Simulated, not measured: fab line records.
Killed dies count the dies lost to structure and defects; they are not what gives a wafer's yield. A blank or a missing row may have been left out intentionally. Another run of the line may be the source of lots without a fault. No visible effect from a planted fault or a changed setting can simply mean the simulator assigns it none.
A lot that was struck, set against a sound lot -- flow n5-finfet -- 27 out of 1938 route steps
Sound: these wafers, L293.1, L293.4, L293.5. Wafers L307.4, L307.5, L307.6 were the ones struck. The cause is given at the end.
Per side, at each step with rows, come the tool, then ch with its chambers, and then its first start. Under that, the readings that differ: sound wafers -- struck wafers -- difference of the means -- sigmas: that difference in standard deviations of wafers without a fault.
alike: same words and numbers on both sides, and readings whose means sit less than 2 such deviations apart. not compared: any withheld reading, any reading some wafer has no value for, any bound like >300 that may hide the same value, and any number with overlapping values for which the record gives no deviation.
The two part at a step that has a row with sigmas, a row that says differs or no value, or rows on one side only. When numbers do not overlap yet have no deviation, they are printed without sigmas and do not part them. A reading that every wafer of one side lacks parts them only if that side has two wafers or more.

first, 9 steps without rows for these wafers: N5_BEOL_M0_SAQP_COAT_87 (time 60 s, resist thk 5 nm); N5_BEOL_M0_SAQP_COAT_34 (resist thk 30 nm); N5_BEOL_M0_SAQP_EBR_36; N5_BEOL_M0_SAQP_SOFTBAKE_35 (time 60 s); N5_BEOL_M0_SAQP_EXPOSE_37 (exposes mask M0 CUT1, target cd 30 nm); N5_BEOL_M0_SAQP_PEB_38 (peb time 60 s); N5_BEOL_M0_SAQP_DEVELOP_39 (develop time 30 s); N5_BEOL_M0_SAQP_DESCUM_45 (chemistry O2, time 7 s); N5_BEOL_M0_SAQP_ETCH_88 (etches underlayer in N2/H2, target depth 6.5 nm, time 5.2 s).
N5_BEOL_M0_SAQP_ETCH_73: etches SiARC in CF4, target depth 19.5 nm, time 32.5 s.
  sound on rie-diel-06 ch 1,3, day 5 23:07; struck on rie-diel-06 ch 1,2,3, day 9 10:43
  alike: drypump-motor-current-A, etch-rf-on-time-s, oes-product-au, rf-vpp-V, showerhead-plenum-p-Torr, throttle-valve-pct
  not compared: rf-hours-counter-h
then, 13 steps without rows for these wafers: N5_BEOL_M0_SAQP_CUT_ETCH_46 (etches SOC in N2/H2, target depth 135 nm, overetch 27 nm, time 202.5 s); N5_BEOL_M0_SAQP_STRIP_74 (strips in N2/H2); N5_BEOL_M0_SAQP_STRIP_89 (strips in N2/H2); N5_BEOL_M0_SAQP_ALD_48 (deposits SiO2, target thk 20 nm, pulse time 1 s, co reactant pulse time 1 s); N5_BEOL_M0_SAQP_ETCH_49 (etches SiO2 in CF4/O2, target depth 37 nm); N5_BEOL_M0_SAQP_STRIP_75 (strips in CF4); N5_BEOL_M0_CUTY_COAT_50 (time 60 s, resist thk 15 nm); N5_BEOL_M0_CUTY_COAT_51 (resist thk 150 nm); N5_BEOL_M0_CUTY_EBR_52; N5_BEOL_M0_CUTY_SOFTBAKE_53 (time 60 s); N5_BEOL_M0_CUTY_EXPOSE_54 (exposes mask M0 ABLK); N5_BEOL_M0_CUTY_PEB_55 (peb time 60 s); N5_BEOL_M0_CUTY_DEVELOP_56 (develop time 30 s).
N5_BEOL_M0_CUTY_INSPECT_59: inspects for defects (macro).
  sound on defect-inspect-01 at day 6 00:26; struck on defect-inspect-01 at day 9 12:02
reading,sound,struck,difference,sigmas
raw-defect-count,1 1 3,>300 >300 >300,differs,
then, 1 step without rows for these wafers: N5_BEOL_M0_CUTY_DESCUM_61 (chemistry O2, time 7.9 s).
N5_BEOL_M4_RC_MEAS_101:
  sound on prober-01 ch 0, day 7 23:08; struck on prober-01 ch 0, day 11 11:01
  alike: DIBL_N, DIBL_P, IOFF_N, IOFF_P, ION_N, ION_P, SS_N, SS_P, VT_N, VT_P
-- the record jumps here: 4 days lie between the struck wafers' starts before and after (it left off in module BEOL_M4 and takes up again in module PASSIVATION, whose first step shown is number 1936 of the route) --
N5_PASSIVATION_PROBE_49:
  rows exist in the record for the struck wafers here (prober-01, day 15 13:17), but not for the sound ones

== WHERE THEY PART ==
Earliest at N5_BEOL_M0_CUTY_INSPECT_59; latest, in this record, at N5_PASSIVATION_PROBE_49.

WHY: whatever the simulator had introduced
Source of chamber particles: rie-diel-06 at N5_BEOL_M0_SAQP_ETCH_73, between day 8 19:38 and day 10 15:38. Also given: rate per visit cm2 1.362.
